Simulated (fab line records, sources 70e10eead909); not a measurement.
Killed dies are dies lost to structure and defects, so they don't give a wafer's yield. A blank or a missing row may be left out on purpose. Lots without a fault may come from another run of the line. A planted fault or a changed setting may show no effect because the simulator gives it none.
fab line records | flow nand_harc
record lots=6 wafers=18 last_day=23
route steps=1159 shown P_GATE@120 END@1159
lots that met no fault: from a run of the same line without faults
start_h: hours from the record's first day to the start of the lot's first wafer shown | wait_h: hours since the lot's step before | " the same as in the row above | L1.1+2: a row that stands for several wafers | - no value, or no start given | * or withheld: withheld | < > ~ a bound
route shown NAME@n: a module of which the file shows steps, and the number in the route of the first | usual: mean/standard deviation of fault-free wafers | same: alike in all rows | chamber/n: place in a boat | sites: the reading at each site | _std_site: their standard deviation | _edge_site: outer sites' mean less inner sites' | radius_mm: how far each site lies from the wafer's centre | mask NAME#n: copy n | behind: the tool/chamber that last shaped the wafer | hold: why the lot was held/for how many hours/how that ended | device: the transistor (n, p or np) that didn't switch | end of line: the same wafers' tests at the end of the route | a step without rows: its recipe alone | killed: dies lost to structure and defects at the first sort, not the wafer's yield | map: a wafer's dies, x killed, . not, _ none there
set.NAME: the setting as run; set.NAME@STEP: as run at that earlier step | model.NAME: the simulator's own value behind a step, which no gauge read
lots at some steps of the route; a table a step, a row a wafer
services: from which hour (start_h, from the record's first day; less than 0 if before it) a tool's chamber was out of use, for how many hours, and why
## steps
# step NHARC_P_GATE_PEB_09
# recipe peb_temp_c=118 peb_time_s=85
# step NHARC_P_GATE_DEVELOP_10
# recipe time_s=70
# step NHARC_P_GATE_CD_MEAS_11
# recipe target_cd_nm=1640 landing_energy_ev=500
# usual cd_nm=1638.9/2.1
# columns lot.wafer tool chamber start_h wait_h cd_nm
L934.1 cd_sem-03 0 94.56 - 1641.3
L934.2 " 0 " " 1638.0
L934.5 " 0 " " 1637.0
L935.1 cd_sem-01 0 101.78 - 1640.3
L935.2 " 0 " " 1639.8
L935.6 " 0 " " 1641.5
L942.2 cd_sem-03 0 152.50 - 1641.8
L942.5 " 0 " " 1640.9
L942.6 " 0 " " 1639.3
L946.2 cd_sem-01 0 167.79 - 1635.0
L946.3 " 0 " " 1633.7
L946.6 " 0 " " 1637.2
L944.4 cd_sem-01 0 167.84 - 1641.9
L944.5 " 0 " " 1637.8
L944.6 " 0 " " 1639.6
L949.2 cd_sem-03 0 183.41 - 1638.2
L949.4 " 0 " " 1639.5
L949.5 " 0 " " 1639.0
# step NHARC_P_GATE_HARDBAKE_12
# recipe temp_c=125 time_s=80
# step NHARC_P_GATE_DESCUM_13
# recipe time_s=3 o2_flow_sccm=200 ar_flow_sccm=0 bias_power_w=0 chemistry=O2
# step NHARC_P_GATE_ETCH_14
# recipe target_depth_a=488 chemistry=dHF material=SiO2
# step NHARC_P_GATE_STRIP_15
# recipe time_s=780 temp_c=130 chemistry=SPM
# step NHARC_P_GATE_PRECLEAN_71
# recipe time_s=* temp_c=50 bath_age_min=0 chemistry=SC1
# step NHARC_P_GATE_SRD_72
# step NHARC_P_GATE_OXIDE_16
# recipe target_thk_a=30 temp_c=875 ox_time_s=392 material=SiO2
# step NHARC_P_GATE_CVD_17
# recipe target_thk_a=1500 temp_c=620 time_s=900 material=poly-Si
# step NHARC_P_GATE_HM_DEP_102
# recipe target_thk_a=1200 temp_c=400 material=aC
# usual throttle_valve_pct=35.000/0.01
# columns lot.wafer tool chamber start_h wait_h throttle_valve_pct
L934.1 acl_dep-02 0 106.95 0.4 35.010
L934.2 " 0 " " 34.997
L934.5 " 0 " " 35.027
L935.1 acl_dep-03 0 114.14 0.4 34.998
L935.2 " 0 " " 35.006
L935.6 " 0 " " 34.998
L942.2 acl_dep-02 0 164.71 0.6 34.992
L942.5 " 0 " " 35.018
L942.6 " 0 " " 34.997
L944.4 acl_dep-02 0 184.72 5.3 35.002
L944.5 " 0 " " 34.996
L944.6 " 0 " " 34.992
L946.2 acl_dep-02 0 185.14 5.7 35.021
L946.3 " 0 " " 35.006
L946.6 " 0 " " 34.994
L949.2 acl_dep-02 0 197.21 0.5 35.002
L949.4 " 0 " " 34.987
L949.5 " 0 " " 34.994
# step NHARC_P_GATE_DEP_103
# recipe target_thk_a=300 target_thk_nm=30 temp_c=400 flow_sccm=200 rf_w=350 material=SiON
# usual heater_power_outer_w=449/64 heater_power_w=735/99
# columns lot.wafer tool chamber start_h wait_h heater_power_outer_w heater_power_w
L934.2 pecvd-03 1 107.68 0.5 404 618
L934.1 " 2 " " 527 847
L934.5 " 0 " " 421 711
L935.2 pecvd-01 2 114.95 0.6 331 568
L935.1 " 1 " " 420 665
L935.6 " 0 " " 426 800
L942.2 pecvd-03 1 165.86 1.0 454 716
L942.5 " 0 " " 516 854
L942.6 " 2 " " 486 782
L944.6 pecvd-03 1 185.17 0.1 396 648
L944.5 " 2 " " 508 804
L944.4 " 0 " " 534 887
L946.3 pecvd-01 1 185.69 0.3 401 644
L946.2 " 0 " " 531 900
L946.6 " 2 " " 337 571
L949.2 pecvd-01 1 197.82 0.5 391 635
L949.5 " 0 " " 472 840
L949.4 " 1 " " 412 646
# step NHARC_P_GATE_DEHYDRATE_18
# recipe temp_c=150 time_s=120
# step NHARC_P_GATE_HMDS_19
# recipe time_s=30
# step NHARC_P_GATE_COAT_20
# recipe spin_rpm=1500 resist_thk_nm=90
# step NHARC_P_GATE_SOFTBAKE_21
# recipe temp_c=105 time_s=55
# step NHARC_P_GATE_EBR_22
# step NHARC_P_GATE_EXPOSE_23
# recipe na=1.35 target_cd_nm=120 dose_mj=93.91 mask_id=P_GATE
# step NHARC_P_GATE_PEB_24
# recipe peb_temp_c=100 peb_time_s=65
# step NHARC_P_GATE_DEVELOP_25
# recipe develop_time_s=35 dev_temp_c=23
# step NHARC_P_GATE_CD_MEAS_26
# recipe target_cd_nm=120 landing_energy_ev=500
# usual cd_nm=119.8/0.87
# columns lot.wafer tool chamber start_h wait_h cd_nm
L934.1 cd_sem-02 0 108.37 - 120.7
L934.2 " 0 " " 121.5
L934.5 " 0 " " 120.1
L935.1 cd_sem-02 0 115.63 - 119.7
L935.2 " 0 " " 119.9
L935.6 " 0 " " 119.9
L942.2 cd_sem-03 0 166.52 - 119.9
L942.5 " 0 " " 118.5
L942.6 " 0 " " 118.5
L944.4 cd_sem-01 0 185.65 - 120.0
L944.5 " 0 " " 118.2
L944.6 " 0 " " 119.7
L946.2 cd_sem-01 0 186.40 - 120.3
L946.3 " 0 " " 120.0
L946.6 " 0 " " 121.5
L949.2 cd_sem-02 0 198.36 - 119.2
L949.4 " 0 " " 119.4
L949.5 " 0 " " 120.0
# step NHARC_P_GATE_OVL_MEAS_27
# usual overlay_x_nm=0.1/0.95 overlay_y_nm=0.0/0.79
# columns lot.wafer tool chamber start_h wait_h overlay_x_nm overlay_y_nm
L934.1 overlay-01 - 108.46 - -0.8 0.7
L934.2 " - " " -1.1 0.6
L934.5 " - " " -0.9 1.1
L935.1 overlay-01 - 115.73 - -0.2 -0.3
L935.2 " - " " -1.3 -0.5
L935.6 " - " " -0.2 -0.6
L942.2 overlay-02 - 166.60 - 0.3 0.6
L942.5 " - " " -0.3 1.1
L942.6 " - " " 0.7 0.4
L944.4 overlay-01 - 185.73 - 0.9 1.1
L944.5 " - " " 0.3 0.9
L944.6 " - " " 0.7 1.6
L946.2 overlay-02 - 186.49 - -0.6 -0.6
L946.3 " - " " 0.0 -0.7
L946.6 " - " " -1.1 -1.3
L949.2 overlay-02 - 198.44 - -1.1 -1.8
L949.4 " - " " -0.7 -1.1
L949.5 " - " " -0.8 -2.0
# step NHARC_P_GATE_INSPECT_28
# usual raw_defect_count=7/3.2
# columns lot.wafer tool chamber start_h wait_h raw_defect_count
L934.1 defect_inspect-01 - 108.50 0.0 7
L934.2 " - " " 6
L934.5 " - " " 2
L935.1 defect_inspect-01 - 115.77 0.0 10
L935.2 " - " " 8
L935.6 " - " " 12
L942.2 defect_inspect-01 - 166.64 0.0 496
L942.5 " - " " 457
L942.6 " - " " 495
L944.4 defect_inspect-01 - 185.77 0.0 478
L944.5 " - " " 527
L944.6 " - " " 466
L946.2 defect_inspect-02 - 186.53 0.0 12
L946.3 " - " " 5
L946.6 " - " " 3
L949.2 defect_inspect-01 - 198.48 0.0 6
L949.4 " - " " 6
L949.5 " - " " 3
# step NHARC_P_GATE_DESCUM_31
# recipe time_s=3 o2_flow_sccm=200 ar_flow_sccm=0 bias_power_w=0 chemistry=O2
# step NHARC_P_GATE_ETCH_104
# recipe target_depth_a=600 time_s=withheld cf4_flow_sccm=100 chf3_flow_sccm=30 ar_flow_sccm=0 rf_w=500 bias_w=200 chemistry=CF4/CHF3
# usual drypump_motor_current_A=5.8/0.38 oes_product_au=0.945/0.021 rf_vpp_V=370.6/2.7 showerhead_plenum_p_Torr=1.57/0.077 throttle_valve_pct=16.800/0.0088
# columns lot.wafer tool chamber start_h wait_h drypump_motor_current_A oes_product_au rf_vpp_V showerhead_plenum_p_Torr throttle_valve_pct
L934.2 rie_diel-03 2 108.66 0.1 5.7 0.938 373.4 1.64 16.800
L934.1 " 3 " " 5.2 0.919 369.3 1.53 16.801
L934.5 " 1 " " 5.2 0.927 369.9 1.53 16.798
L935.1 rie_diel-03 0 115.92 0.1 5.7 0.996 372.2 1.60 16.808
L935.2 " 2 " " 5.7 0.977 372.6 1.64 16.801
L935.6 " 3 " " 5.2 0.955 369.1 1.53 16.812
L942.2 rie_diel-12 0 166.96 0.3 6.1 0.927 366.3 1.47 16.794
L942.6 " 3 " " 5.9 0.936 374.3 1.63 16.801
L942.5 " 0 " " 6.1 0.931 367.1 1.47 16.800
L944.4 rie_diel-12 3 186.02 0.2 6.0 0.935 373.7 1.63 16.801
L944.6 " 3 " " 5.9 0.934 372.9 1.63 16.795
L944.5 " 0 " " 6.1 0.931 367.8 1.47 16.786
L946.3 rie_diel-02 1 186.73 0.1 5.4 0.904 367.9 1.48 16.806
L946.2 " 0 " " 5.4 0.908 372.3 1.65 16.802
L946.6 " 1 " " 5.4 0.910 366.5 1.48 16.816
L949.4 rie_diel-12 3 198.72 0.1 5.9 0.942 371.7 1.63 16.805
L949.2 " 1 " " 5.4 0.926 369.6 1.52 16.806
L949.5 " 2 " " 6.0 0.932 373.9 1.68 16.804
# step NHARC_P_GATE_HM_OPEN_105
# recipe target_depth_a=3600 o2_flow_sccm=400 cos_flow_sccm=20 ar_flow_sccm=0 rf_w=500 bias_w=300 chemistry=O2/COS
# step NHARC_P_GATE_STRIP_106
# recipe o2_flow_sccm=400 cos_flow_sccm=20 ar_flow_sccm=0 bias_w=0 chemistry=O2/COS
# step NHARC_P_GATE_ETCH_114
# recipe target_depth_a=300 overetch_a=30 time_s=16.5 ion_energy_ev=100 cf4_flow_sccm=80 o2_flow_sccm=20 ar_flow_sccm=0 rf_w=300 bias_w=100 chemistry=CF4/O2
# step NHARC_P_GATE_ETCH_32
# recipe target_depth_a=1500 over_etch_frac=1 over_etch_ion_energy_ev=40 time_s=100.1 hbr_flow_sccm=150 cl2_flow_sccm=50 rf_w=400 icp_w=400 bias_w=100 chemistry=HBr/Cl2
# usual drypump_motor_current_A=5.6/0.38 oes_product_au=1.002/0.012 throttle_valve_pct=26.405/0.0088
# columns lot.wafer tool chamber start_h wait_h drypump_motor_current_A oes_product_au rf_hours_counter_h throttle_valve_pct
L934.2 rie_si-02 0 109.05 - 5.2 0.998 0.6 26.413
L934.1 " 1 " " 5.3 0.986 0.6 26.414
L934.5 " 0 " " 5.2 0.995 - 26.414
L935.2 rie_si-02 0 116.31 - 5.2 1.001 0.7 26.404
L935.1 " 1 " " 5.4 0.984 0.7 26.409
L935.6 " 0 " " 5.2 1.010 - 26.392
L942.2 rie_si-05 1 167.63 - 5.0 0.995 0.8 26.398
L942.5 " 1 " " 5.0 0.998 - 26.399
L942.6 " 2 " " 5.8 0.988 - 26.407
L946.3 rie_si-05 1 187.15 - 5.0 0.997 0.9 26.403
L946.2 " 2 " " 5.8 0.993 0.9 26.403
L946.6 " 1 " " 5.0 1.001 - 26.396
L944.4 rie_si-02 2 187.49 - 5.2 0.998 1.3 26.401
L944.6 " 1 " " 5.3 1.001 - 26.409
L944.5 " 2 " " 5.2 0.996 - 26.413
L949.2 rie_si-03 3 199.33 - 6.0 1.010 0.3 26.404
L949.4 " 0 " " 5.8 1.017 0.2 26.408
L949.5 " 2 " " 5.2 1.009 - 26.413
# step NHARC_P_GATE_STRIP_108
# recipe o2_flow_sccm=500 ar_flow_sccm=0 bias_w=0 chemistry=O2
# step NHARC_P_GATE_CD_MEAS_33
# usual cd_nm=118.0/3
# columns lot.wafer tool chamber start_h wait_h cd_nm
L934.1 cd_sem-02 - 109.38 - 120.1
L934.2 " - " " 116.8
L934.5 " - " " 116.1
L935.1 cd_sem-03 - 116.63 - 114.0
L935.2 " - " " 117.8
L935.6 " - " " 117.8
L942.2 cd_sem-02 - 167.96 - 113.5
L942.5 " - " " 110.8
L942.6 " - " " 119.2
L946.2 cd_sem-03 - 187.47 - 121.3
L946.3 " - " " 120.0
L946.6 " - " " 120.1
L944.4 cd_sem-02 - 187.83 - 117.5
L944.5 " - " " 117.9
L944.6 " - " " 116.4
L949.2 cd_sem-02 - 199.64 - 117.9
L949.4 " - " " 123.2
L949.5 " - " " 117.1
# step NHARC_P_GATE_STRIP_35
# recipe time_s=600 temp_c=130 chemistry=SPM
# step NHARC_P_GATE_PRECLEAN_73
# recipe time_s=* temp_c=50 bath_age_min=0 chemistry=SC1
# step NHARC_P_GATE_SRD_74
# step NHARC_P_GATE_ALD_36
# recipe target_thk_a=200 pulse_time_s=60 ald_cycles=223 temp_c=400 material=SiNx
# usual heater_power_outer_w=505/56 heater_power_w=836/82 precursor_pulse_height_rel=1.000/0.021
# columns lot.wafer tool chamber start_h wait_h heater_power_outer_w heater_power_w precursor_pulse_height_rel
L934.2 ald_sin-04 1 110.90 - 467 832 1.001
L934.1 " 2 111.97 - 485 882 0.979
L934.5 " 0 114.11 - 486 769 0.997
L935.1 ald_sin-03 1 118.16 - 540 841 1.010
L935.2 " 3 120.31 - 432 740 0.968
L935.6 " 1 122.46 - 537 840 0.988
L942.2 ald_sin-01 0 169.47 - 574 853 0.989
L942.6 " 3 172.65 - 444 780 1.005
L942.5 " 0 173.71 - 573 829 1.018
L946.3 ald_sin-03 0 189.04 - 514 859 1.040
L946.2 " 1 190.45 - 551 847 1.023
L946.6 " 0 193.26 - 526 867 1.000
L944.4 ald_sin-01 0 195.34 - 563 852 0.975
L944.6 " 3 198.54 - 450 777 0.995
L944.5 " 0 199.61 - 567 849 1.003
L949.2 ald_sin-03 3 201.51 - 455 754 1.010
L949.4 " 1 204.33 - 542 855 1.008
L949.5 " 3 205.74 - 431 786 0.980
# step NHARC_P_GATE_ETCHBACK_37
# recipe target_depth_a=345 time_s=17.2 chf3_flow_sccm=50 o2_flow_sccm=10 ar_flow_sccm=200 rf_w=500 bias_w=200 chemistry=CHF3/O2
# usual drypump_motor_current_A=5.8/0.42 oes_product_au=0.96/0.036 rf_vpp_V=370.6/2.8 showerhead_plenum_p_Torr=2.40/0.12 throttle_valve_pct=20.573/0.0083
# columns lot.wafer tool chamber start_h wait_h drypump_motor_current_A oes_product_au rf_hours_counter_h rf_vpp_V showerhead_plenum_p_Torr throttle_valve_pct
L934.2 rie_diel-03 0 - - 5.7 0.94 25 370.4 2.44 20.576
L934.1 " 1 " " 5.2 0.92 26 369.6 2.33 20.570
L934.5 " 3 " " 5.2 0.93 - 367.9 2.33 20.591
L935.2 rie_diel-02 3 - - 6.7 0.98 53 373.0 2.55 20.584
L935.1 " 0 " " 5.4 1.00 55 374.1 2.52 20.563
L935.6 " 2 " " 6.5 1.00 - 367.8 2.24 20.571
L942.2 rie_diel-12 2 - - 6.0 0.93 28 373.0 2.57 20.566
L942.6 " 1 " " 5.4 0.93 - 369.3 2.32 20.582
L942.5 " 2 " " 6.0 0.92 - 374.7 2.57 20.584
L946.3 rie_diel-12 0 - - 6.1 0.92 33 366.8 2.25 20.577
L946.2 " 2 " " 6.0 0.92 34 373.2 2.57 20.576
L946.6 " 1 " " 5.4 0.92 - 370.3 2.32 20.561
L944.4 rie_diel-03 0 - - 5.8 0.99 - 372.5 2.43 20.564
L944.6 " 1 " " 5.3 0.98 - 368.2 2.32 20.590
L944.5 " 2 " " 5.7 1.00 - 373.2 2.49 20.572
L949.4 rie_diel-12 3 - - 6.0 1.01 0 372.7 2.49 20.588
L949.2 " 0 " " 6.1 0.99 0 367.7 2.25 20.580
L949.5 " 2 " " 6.0 1.02 - 374.7 2.57 20.567
# step NHARC_P_GATE_STRIP_101
# recipe time_s=20 o2_flow_sccm=500 ar_flow_sccm=0 bias_w=0 chemistry=O2
# step NHARC_P_GATE_PRECLEAN_97
# recipe time_s=600 temp_c=120 chemistry=SPM
# step NHARC_P_GATE_SRD_98
# step NHARC_P_GATE_PRECLEAN_99
# recipe time_s=* temp_c=50 bath_age_min=0 chemistry=SC1
# step NHARC_P_GATE_SRD_100
# step NHARC_P_GATE_INSPECT_68
# usual raw_defect_count=205/72
# columns lot.wafer tool chamber start_h wait_h raw_defect_count
L934.1 defect_inspect-01 - 127.13 0.2 106
L934.2 " - " " 153
L934.5 " - " " 180
L935.1 defect_inspect-01 - 134.45 0.2 188
L935.2 " - " " 186
L935.6 " - " " 123
L942.2 defect_inspect-01 - 185.53 0.1 682
L942.5 " - " " 654
L942.6 " - " " 743
L946.2 defect_inspect-02 - 208.32 0.1 271
L946.3 " - " " 189
L946.6 " - " " 174
L944.4 defect_inspect-01 - 211.86 0.1 652
L944.5 " - " " 693
L944.6 " - " " 629
L949.2 defect_inspect-02 - 219.94 0.1 253
L949.4 " - " " 110
L949.5 " - " " 153
# step NHARC_END_SORT_01
# recipe temp_c=25
# usual killed_at_array=29/11 killed_at_other=0.6/1 killed_at_periphery=3.1/2.1 killed_dies=33/11 killed_open=3.1/1.9 killed_short=1.9/1.5
# same gross_dies=677
# columns lot.wafer tool chamber start_h wait_h killed_at_array killed_at_other killed_at_periphery killed_dies killed_open killed_short
L935.1 prober-02 0 471.44 2.5 14 0 4 18 3 0
L935.2 prober-02 0 472.23 2.8 16 0 6 22 4 3
L935.6 prober-02 0 475.40 4.0 17 0 8 25 2 0
L942.2 prober-01 0 531.48 2.8 29 0 83 112 3 2
L942.5 prober-01 0 533.85 3.7 33 0 88 121 3 1
L942.6 prober-01 0 534.64 4.0 21 1 84 106 2 3
L946.2 prober-02 0 540.01 2.8 40 0 3 43 3 5
L946.3 prober-02 0 540.82 3.1 46 0 8 54 4 4
L946.6 prober-02 0 543.24 4.0 52 2 2 56 3 1
L944.4 prober-01 0 540.80 3.4 35 0 81 116 2 0
L944.5 prober-01 0 541.60 3.7 37 0 81 118 0 1
L944.6 prober-01 0 542.39 4.0 46 0 80 126 3 2
L949.2 prober-02 0 549.82 2.8 9 0 2 11 2 2
L949.4 prober-02 0 551.40 3.4 12 0 2 14 3 0
L949.5 prober-02 0 552.20 3.7 18 0 5 23 2 1
# killed by level:class
L935.1 A_SLIT:chamber_film_flake=7 A_CHANNEL_HOLE_D1:chamber_film_flake=3 P_STI:chamber_film_flake=2 A_CONTACT:chamber_film_flake=2 P_M0:geometric_particle:open=1 A_ONON_D1:geometric_particle:open=1 A_CONTACT:geometric_particle:open=1 P_ZERO_WELL:chamber_film_flake=1
L935.2 A_SLIT:chamber_film_flake=5 P_STI:chamber_film_flake=3 A_CHANNEL_HOLE_D1:chamber_film_flake=3 A_STAIRCASE:chamber_film_flake=2 P_STI:geometric_particle:open=1 P_GATE:geometric_particle:short=1 A_ONON_D1:geometric_particle:open=1 A_CHANNEL_HOLE_D1:geometric_particle:open=1
L935.6 A_SLIT:chamber_film_flake=13 P_ZERO_WELL:chamber_film_flake=3 P_STI:chamber_film_flake=3 A_WL_FILL:geometric_particle:open=1 A_M1:geometric_particle:open=1 P_GATE:chamber_film_flake=1 P_CONTACT:chamber_film_flake=1 A_STAIRCASE:chamber_film_flake=1
L942.2 P_GATE:unspecified=83 A_CHANNEL_HOLE_D1:chamber_film_flake=18 A_STAIRCASE:chamber_film_flake=6 A_CHANNEL_HOLE_D1:geometric_particle:open=1 A_CHANNEL_FILL_D1:geometric_particle:open=1 A_WL_FILL:geometric_particle:short=1 A_CONTACT:geometric_particle:open=1 A_CONTACT:geometric_particle:short=1
L942.5 P_GATE:unspecified=85 A_CHANNEL_HOLE_D1:chamber_film_flake=18 A_STAIRCASE:chamber_film_flake=5 A_CONTACT:chamber_film_flake=5 P_ZERO_WELL:chamber_film_flake=2 P_BONDPAD:geometric_particle:open=1 A_CHANNEL_FILL_D1:geometric_particle:open=1 A_CHANNEL_FILL_D1:geometric_particle:short=1
L942.6 P_GATE:unspecified=82 A_CHANNEL_HOLE_D1:chamber_film_flake=13 A_CONTACT:chamber_film_flake=3 A_CONTACT:geometric_particle:open=2 A_STAIRCASE:chamber_film_flake=2 P_GATE:geometric_particle:short=1 A_SOURCE_PLATE:geometric_particle:short=1 STARTING-WAFER:geometric_particle:short=1
L946.2 A_SLIT:chamber_film_flake=11 A_CONTACT:chamber_film_flake=9 A_CHANNEL_HOLE_D1:chamber_film_flake=6 A_STAIRCASE:chamber_film_flake=5 A_CHANNEL_HOLE_D1:geometric_particle:open=2 A_SGD_CUT:geometric_particle:short=2 P_M2:chamber_film_flake=2 A_CHANNEL_FILL_D1:geometric_particle:short=1
L944.4 P_GATE:unspecified=79 A_CHANNEL_HOLE_D1:chamber_film_flake=21 A_SLIT:chamber_film_flake=9 A_STAIRCASE:chamber_film_flake=3 P_CONTACT:geometric_particle:open=2 A_BLC:chamber_film_flake=2
L946.3 A_SLIT:chamber_film_flake=18 A_STAIRCASE:chamber_film_flake=9 A_CHANNEL_HOLE_D1:chamber_film_flake=5 A_BLC:chamber_film_flake=5 P_M2:chamber_film_flake=3 A_CONTACT:chamber_film_flake=3 P_CONTACT:geometric_particle:open=2 A_ONON_D1:geometric_particle:open=2
L944.5 P_GATE:unspecified=80 A_SLIT:chamber_film_flake=18 A_CHANNEL_HOLE_D1:chamber_film_flake=12 A_CONTACT:chamber_film_flake=5 A_ONON_D1:geometric_particle:short=1 A_BLC:chamber_film_flake=1 P_GATE:chamber_film_flake=1
L944.6 P_GATE:unspecified=78 A_CHANNEL_HOLE_D1:chamber_film_flake=28 A_SLIT:chamber_film_flake=7 A_CONTACT:chamber_film_flake=7 P_GATE:geometric_particle:open=1 A_CHANNEL_HOLE_D1:geometric_particle:short=1 A_CHANNEL_FILL_D1:geometric_particle:short=1 A_WL_FILL:geometric_particle:open=1
L946.6 A_SLIT:chamber_film_flake=24 A_CHANNEL_HOLE_D1:chamber_film_flake=8 A_STAIRCASE:chamber_film_flake=6 A_CONTACT:chamber_film_flake=5 A_BLC:chamber_film_flake=5 A_WL_FILL:geometric_particle:open=2 P_M2:chamber_film_flake=2 THIN_TSV:chamber_film_flake=2
L949.2 A_CHANNEL_HOLE_D1:chamber_film_flake=5 A_M0:chamber_film_flake=2 P_GATE:geometric_particle:open=1 P_M2:geometric_particle:open=1 A_CONTACT:geometric_particle:short=1 A_BLC:geometric_particle:short=1
L949.4 A_CHANNEL_HOLE_D1:chamber_film_flake=5 A_STAIRCASE:chamber_film_flake=3 A_CONTACT:chamber_film_flake=2 P_CONTACT:geometric_particle:open=1 A_SOURCE_PLATE:geometric_particle:open=1 A_M0:geometric_particle:open=1 P_GATE:chamber_film_flake=1
L949.5 A_CHANNEL_HOLE_D1:chamber_film_flake=6 A_CONTACT:chamber_film_flake=5 P_GATE:chamber_film_flake=3 A_STAIRCASE:chamber_film_flake=3 A_M0:chamber_film_flake=2 P_M0:geometric_particle:open=1 A_CONTACT:geometric_particle:open=1 A_M1:geometric_particle:short=1
# map L942.5 (x killed, . not)
____________.____________
_________......._________
_______.........x._______
______x.x.x........______
_____..x..x....x...._____
____.....x...........____
____.xxxx............____
___...xx...x....x.....___
___...x......x..x.....___
__....x......x.xxxxx...__
__.x..x..x....xxxxxx...__
_............xxxxxxxx..._
_.............xxxxxx...._
_..........xxxxxxxxxx..._
_..........x.xxxxxxx.x.._
_.x......x...xxxxxxx...._
..........x.xxxxxxxxx....
............xxxxxxxxx....
.x...........xxxxxxx.....
..............x.xx.......
.....x........xx..x......
_...........x.x........._
_..............x........_
_....x.................._
_......................._
_.......x..............._
__.....x..............x__
__.........x...........__
___...................___
___...x...............___
____.................____
____.................____
_____..............._____
______.............______
_______......x...._______
_________......._________
____________.____________
# map L944.6 (x killed, . not)
____________.____________
_________x......_________
_______..........._______
______x....x.......______
_____..x.x.........._____
____..xxxxx..........____
____.x.xxxx..........____
___..xxx.x............___
___...xx.x............___
__.....xxxx............__
__...xx...............x__
_.......x......x........_
_............x.........._
_..................x...._
_......................._
_......................._
.............x...........
.........................
.....xx.........xx.......
......x.xx...............
......xxxx...............
_..xxxxxxxx............._
_..xxxxxxxxxx..........._
_..xxxxxxxx.x.........x._
_..xxxxxxxx.x..........._
_..xxxxxxxx............._
__..xxxxxxx...x........__
__.xxxxxx.xx...........__
___.xxxxxxx.x.x....x..___
___.xxxxxx....x.......___
____..x..............____
____.x...............____
_____...x..........._____
______.............______
_______..........._______
_________......._________
____________.____________
## services
# columns tool chamber start_h hours kind
rie_diel-12 0 83.47 - clean
rie_diel-12 1 83.47 - clean
rie_diel-12 2 83.47 - clean
rie_si-03 3 87.07 7.9 repair
rie_diel-02 2 91.50 4.5 repair
rie_diel-12 - 94.36 0.2 repair
rie_diel-12 - 102.47 0.4 repair
pecvd-03 - 111.00 13.0 pm
rie_si-02 - 112.46 0.1 repair
rie_si-02 3 113.27 2.1 repair
rie_diel-02 1 118.90 1.8 repair
pecvd-03 1 132.95 12.2 repair
rie_diel-03 0 133.06 6.9 repair
pecvd-03 2 136.42 11.0 repair
rie_diel-02 - 150.94 9.0 pm
ald_sin-03 1 151.37 16.4 repair
rie_si-03 - 155.00 9.0 pm
ald_sin-03 2 157.47 130.8 repair
rie_si-02 3 161.34 12.4 repair
rie_si-02 2 162.27 2.4 repair
acl_dep-02 - 167.36 13.0 pm
ald_sin-04 - 186.00 10.0 pm
rie_diel-12 - 202.40 9.0 pm
rie_si-02 - 211.00 9.0 pm
## key
first_sign step=NHARC_P_GATE_INSPECT_28 reading=raw_defect_count direction=up sigmas=99+ usual=7 struck=486
effect step=NHARC_P_GATE_INSPECT_68 reading=raw_defect_count direction=up sigmas=6.6 usual=205 struck=676
effect step=NHARC_END_SORT_01 reading=killed_at_periphery direction=up sigmas=38 usual=3.1 struck=82.8
more_kills_born_at NHARC_P_GATE_DEP_103@pecvd-03=487
met_at NHARC_P_GATE_DEP_103
struck_wafers L942.2,L942.5,L942.6,L944.4,L944.5,L944.6
tester_left_out L942,L944
onset_between 107.68 165.86
fault kind=chamber_particle_source tool=pecvd-03 chamber=- onset_h=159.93 steps=NHARC_P_GATE_DEP_103 rate_per_visit_cm2=0.7399 end_h=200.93
# tester_left_out: of these lots the tester's yield and bins aren't shown, on N5 and GAA mostly nor the transistor test; their killed dies are dies lost to structure and defects alone, not to doping, threshold or leakage, so they don't give the yield
